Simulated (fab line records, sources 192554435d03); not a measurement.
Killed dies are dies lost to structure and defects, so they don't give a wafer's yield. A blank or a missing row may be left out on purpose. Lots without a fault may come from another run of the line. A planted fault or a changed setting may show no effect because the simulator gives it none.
Which tool did it? | flow n5_finfet | 9 lots, 25 wafers sampled, at 5 steps of a route of 1938

WHAT THE GAUGES READ, wafer by wafer
N5_SD_EPI_P_OVL_MEAS_10.
lot  | measured    | on         | SD_P_BLK_OVL (nm)
L679 | day 4 05:06 | overlay-02 | 1.2 1.4
L683 | day 5 09:14 | overlay-01 | -0.5 -0.7 0.8
L686 | day 6 01:45 | overlay-02 | 0.0 1.4
L687 | day 6 04:44 | overlay-01 | 0.6 -0.1 -0.1
L689 | day 6 20:21 | overlay-01 | -0.3 1.5 1.0
L690 | day 7 02:19 | overlay-01 | 0.6 1.2 1.0
L692 | day 7 10:26 | overlay-01 | -0.2 0.1 0.8
L696 | day 8 11:01 | overlay-01 | 0.3 -0.3 1.5
L697 | day 8 16:39 | overlay-02 | 0.2 -0.3 -0.6

N5_BEOL_M4_RC_MEAS_101.
lot  | measured     | on        | CJ_P           | DIBL_N (mV/V)  | DIBL_P (mV/V)  | IOFF_N (nA/um) | IOFF_P (nA/um) | ION_N (uA/um) | ION_P (uA/um) | REXT_P (ohm.um)   | SS_N (mV/dec)  | SS_P (mV/dec)  | VT_N (mV)   | VT_P (mV)      | VT_P_LVT (mV)
L679 | day 9 01:02  | prober-01 | 5.98 5.48      | 34.2 34.4      | 34.7 34.6      | 0.15 0.15      | 0.20 0.20      | 675 676       | 464 471       | 99.7 99.0         | 70.5 70.9      | 72.9 73.6      | 249 250     | -249 -248      | -94.0 -93.5
L683 | day 10 21:35 | prober-01 | 5.87 5.49 6.18 | 36.3 36.0 35.0 | 34.0 33.9 32.9 | 0.13 0.13 0.12 | 0.17 0.16 0.16 | 664 671 658   | 456 453 458   | 97.4 97.8 96.2    | 70.8 70.9 71.3 | 72.6 73.0 72.2 | 253 252 256 | -258 -255 -256 | -101.4 -101.7 -100.9
L686 | day 12 10:33 | prober-02 | 6.00 6.18      | 35.0 35.8      | 34.6 35.2      | 0.12 0.13      | 0.17 0.18      | 667 664       | 456 452       | 100.7 102.4       | 71.5 71.1      | 72.6 72.2      | 256 254     | -254 -252      | -101.4 -100.7
L687 | day 12 12:31 | prober-01 | 5.20 5.49 5.65 | 38.7 37.4 39.8 | 36.9 35.4 39.0 | 0.17 0.15 0.20 | 0.20 0.18 0.24 | 686 657 690   | 460 455 466   | 96.4 95.8 94.0    | 71.9 71.2 72.5 | 73.5 73.8 74.3 | 248 254 249 | -252 -254 -252 | -102.2 -103.4 -99.1
L689 | day 12 18:41 | prober-02 | 2.74 3.40 3.39 | 39.9 35.5 37.2 | 38.2 32.4 34.2 | 0.25 0.16 0.18 | 0.19 0.13 0.15 | 707 663 674   | 402 394 405   | 110.3 111.7 109.1 | 72.9 71.0 72.1 | 74.8 73.1 73.9 | 245 251 249 | -258 -260 -259 | -103.6 -107.4 -107.0
L690 | day 13 06:35 | prober-02 | 5.68 6.28 5.76 | 33.7 38.1 34.3 | 34.0 39.5 34.0 | 0.11 0.18 0.11 | 0.16 0.24 0.15 | 664 683 661   | 456 474 453   | 98.1 97.1 99.2    | 71.0 72.7 70.8 | 72.5 73.6 72.9 | 255 252 255 | -252 -250 -255 | -102.5 -98.6 -103.7
L692 | day 13 11:50 | prober-01 | 3.46 2.71 3.05 | 38.4 36.4 36.3 | 36.9 34.8 34.7 | 0.20 0.16 0.17 | 0.16 0.14 0.14 | 689 674 700   | 409 395 403   | 110.3 111.4 110.8 | 71.7 71.1 71.9 | 73.4 72.8 72.7 | 244 250 247 | -257 -261 -260 | -105.2 -107.4 -106.4
L696 | day 13 20:02 | prober-01 | 5.68 5.91 5.85 | 37.5 36.0 35.6 | 38.5 37.6 37.0 | 0.20 0.16 0.16 | 0.21 0.18 0.19 | 690 665 686   | 465 449 466   | 102.4 104.0 101.2 | 73.0 71.5 71.1 | 74.2 73.1 73.4 | 247 250 248 | -251 -254 -256 | -96.8 -100.2 -98.1
L697 | day 14 21:52 | prober-01 | 5.90 6.11 5.81 | 33.3 37.5 36.8 | 33.5 38.2 36.7 | 0.13 0.19 0.18 | 0.15 0.21 0.20 | 663 677 680   | 460 459 460   | 98.6 97.0 98.0    | 71.1 72.0 71.3 | 72.2 73.9 73.4 | 250 248 244 | -253 -250 -252 | -103.1 -100.2 -100.0

WHICH TOOL RAN EACH LOT (tool, then ch and the chambers of the sampled wafers, then the start)
lot  | N5_SD_EPI_N_ETCH_45               | N5_SD_EPI_P_ETCH_47               | N5_SD_EPI_P_SD_RECESS_17
L679 | rie_diel-04 ch 0,2, day 4 01:17   | rie_diel-05 ch 1,2, day 4 05:41   | rie_si-01 ch 3, day 4 05:51
L683 | rie_diel-03 ch 0,2,3, day 5 05:16 | rie_diel-06 ch 2,3, day 5 10:01   | rie_si-06 ch 0,1,3, day 5 10:11
L686 | rie_diel-01 ch 1,2, day 5 21:29   | rie_diel-05 ch 2,3, day 6 02:19   | rie_si-06 ch 0,1, day 6 02:29
L687 | rie_diel-01 ch 0,2,3, day 6 00:51 | rie_diel-06 ch 1,2,3, day 6 05:19 | rie_si-01 ch 0,2,3, day 6 05:29
L689 | rie_diel-04 ch 0,2, day 6 15:43   | rie_diel-05 ch 0,1,2, day 6 20:56 | rie_si-06 ch 1,2,3, day 6 21:06
L690 | rie_diel-03 ch 0,1,3, day 6 21:14 | rie_diel-06 ch 1,2,3, day 7 02:55 | rie_si-02 ch 0,1,3, day 7 03:05
L692 | rie_diel-01 ch 0,1,2, day 7 05:57 | rie_diel-02 ch 1,2, day 7 11:00   | rie_si-06 ch 0,1,2, day 7 11:11
L696 | rie_diel-01 ch 0,3, day 8 07:10   | rie_diel-06 ch 1,2,3, day 8 11:36 | rie_si-01 ch 0,1,3, day 8 11:46
L697 | rie_diel-04 ch 2,3, day 8 12:37   | rie_diel-02 ch 2,3, day 8 17:28   | rie_si-02 ch 1,2, day 8 17:38
- N5_SD_EPI_N_ETCH_45: etches SiOCN in CH3F/O2, target depth 6 nm.
- N5_SD_EPI_P_ETCH_47: etches SiOCN in CH3F/O2, target depth 25 nm.
- N5_SD_EPI_P_SD_RECESS_17: chemistry HBr/Cl2/O2, target depth 39.1 nm, bt time 3 s.

WHAT THE TOOLS THEMSELVES READ (means of the sampled wafers that have a number; where no wafer has one, the mark that the record gives instead)
N5_SD_EPI_N_ETCH_45.
lot  | tool        | O2_flow_sccm (sccm) | drypump_motor_current_A (A) | oes_product_au (a.u.) | rf_fwd_power_W (W) | rf_vpp_V (V) | showerhead_plenum_p_Torr (Torr) | throttle_valve_pct (%)
L679 | rie_diel-04 | 20.04               | 5.2                         | 0.78                  | 409.2              | 128.1        | 2.00                            | 23.34
L683 | rie_diel-03 | 20.02               | 5.5                         | 0.79                  | 407.7              | 128.4        | 1.99                            | 23.24
L686 | rie_diel-01 | 19.95               | 5.6                         | 0.69                  | 408.1              | 127.2        | 1.97                            | 23.36
L687 | rie_diel-01 | 19.94               | 5.5                         | 0.79                  | 407.4              | 127.1        | 1.97                            | 23.34
L689 | rie_diel-04 | 19.92               | 5.2                         | 0.74                  | 407.5              | 127.3        | 1.99                            | 23.48
L690 | rie_diel-03 | 19.95               | 5.4                         | 0.84                  | 407.7              | 128.1        | 2.05                            | 23.14
L692 | rie_diel-01 | 19.98               | 5.6                         | 0.78                  | 409.0              | 127.4        | 1.97                            | 23.35
L696 | rie_diel-01 | 19.96               | 5.3                         | 0.91                  | 407.0              | 127.2        | 1.99                            | 23.23
L697 | rie_diel-04 | 19.98               | 5.6                         | 0.85                  | 408.3              | 127.4        | 2.05                            | 23.17

N5_SD_EPI_P_ETCH_47.
lot  | tool        | O2_flow_sccm (sccm) | drypump_motor_current_A (A) | oes_product_au (a.u.) | rf_fwd_power_W (W) | rf_vpp_V (V) | showerhead_plenum_p_Torr (Torr) | throttle_valve_pct (%)
L679 | rie_diel-05 | 20.02               | 5.9                         | 0.82                  | 407.5              | 130.4        | 2.05                            | 16.06
L683 | rie_diel-06 | 20.00               | 5.6                         | 0.75                  | 406.2              | 126.8        | 2.09                            | 16.40
L686 | rie_diel-05 | 20.00               | 5.7                         | 0.78                  | 409.9              | 129.1        | 2.01                            | 16.31
L687 | rie_diel-06 | 20.09               | 5.9                         | 0.72                  | 408.2              | 127.1        | 2.04                            | 16.38
L689 | rie_diel-05 | 20.03               | 5.7                         | 0.82                  | 407.4              | 127.4        | 2.02                            | 16.09
L690 | rie_diel-06 | 20.01               | 5.9                         | 0.72                  | 408.3              | 128.2        | 2.04                            | 16.40
L692 | rie_diel-02 | 19.93               | 5.8                         | 0.82                  | 407.6              | 124.7        | 1.96                            | 16.26
L696 | rie_diel-06 | 19.99               | 5.9                         | 0.71                  | 407.9              | 128.0        | 2.04                            | 16.42
L697 | rie_diel-02 | 20.03               | 5.8                         | 0.90                  | 407.0              | 127.9        | 1.96                            | 16.07

N5_SD_EPI_P_SD_RECESS_17.
lot  | tool      | O2_flow_sccm (sccm) | drypump_motor_current_A (A) | oes_product_au (a.u.) | rf_fwd_power_W (W) | throttle_valve_pct (%)
L679 | rie_si-01 | 11.96               | 6.3                         | 0.994                 | 793.8              | 37.09
L683 | rie_si-06 | 11.99               | 5.8                         | 1.006                 | 796.2              | 36.85
L686 | rie_si-06 | 11.98               | 5.7                         | 1.003                 | 795.1              | 36.96
L687 | rie_si-01 | 12.04               | 6.1                         | 0.993                 | 794.4              | 37.12
L689 | rie_si-06 | 12.03               | 5.6                         | 0.940                 | 795.1              | 37.02
L690 | rie_si-02 | 12.02               | 6.0                         | 1.004                 | 794.0              | 37.22
L692 | rie_si-06 | 11.97               | 5.5                         | 0.939                 | 796.6              | 37.08
L696 | rie_si-01 | 12.00               | 6.0                         | 0.999                 | 795.2              | 37.07
L697 | rie_si-02 | 11.96               | 5.4                         | 0.988                 | 794.3              | 37.16

THE ANSWER, worked out from the rows above alone
Rule: what is usual is taken from the lots themselves. Put in order of their means at a reading, lots are off if they are a third of the lots or fewer, leave a main group of 4 or more, and stand apart from it by a gap of 3 or more times the standard deviation of the main group's means; of several such gaps the widest counts. A main group whose means are all the same, to the digits that the tables above print for the reading, isn't used. A lot without any number at a reading at which 4 lots or more have one is off too. The other lots that the step has rows for count as sound. The gauges are gone through in route order, then the tools' own readings, and for those a lot's mean is taken as printed above. The first step at which some lot is off is used, and at that step the reading that is off furthest; a lot without a number counts as furthest.
Off: L689, L692, at N5_BEOL_M4_RC_MEAS_101 (ION_P). The main group: mean 460 uA/um, standard deviation 4.
A tool fits if, at a process step before that reading, it ran every lot that is off, and no sound lot after the first of them. The gauges at N5_BEOL_M4_RC_MEAS_101 aren't tried: what is off there is off at N5_SD_EPI_P_SD_RECESS_17 too, on other tools, and a gauge's error can't cause that. One fits: rie_si-06 at N5_SD_EPI_P_SD_RECESS_17. Its last sound lot is L686 (day 6 02:29), its first lot that is off L689 (day 6 21:06): a fault that began between those two fits.
The tool's own readings at N5_SD_EPI_P_SD_RECESS_17 bear it out: on the lots that are off they differ by more than 5 times the standard deviation of the sound lots' means. oes_product_au reads 0.940 a.u. there against 0.998 a.u. on the sound lots.

WHAT THE SIMULATOR HAD PUT IN
Process parameter drift: rie_si-06, from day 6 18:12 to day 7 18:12, at N5_SD_EPI_P_SD_RECESS_17. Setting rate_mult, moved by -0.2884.
Lots struck among those shown: L689, L692. The rule above found the same.
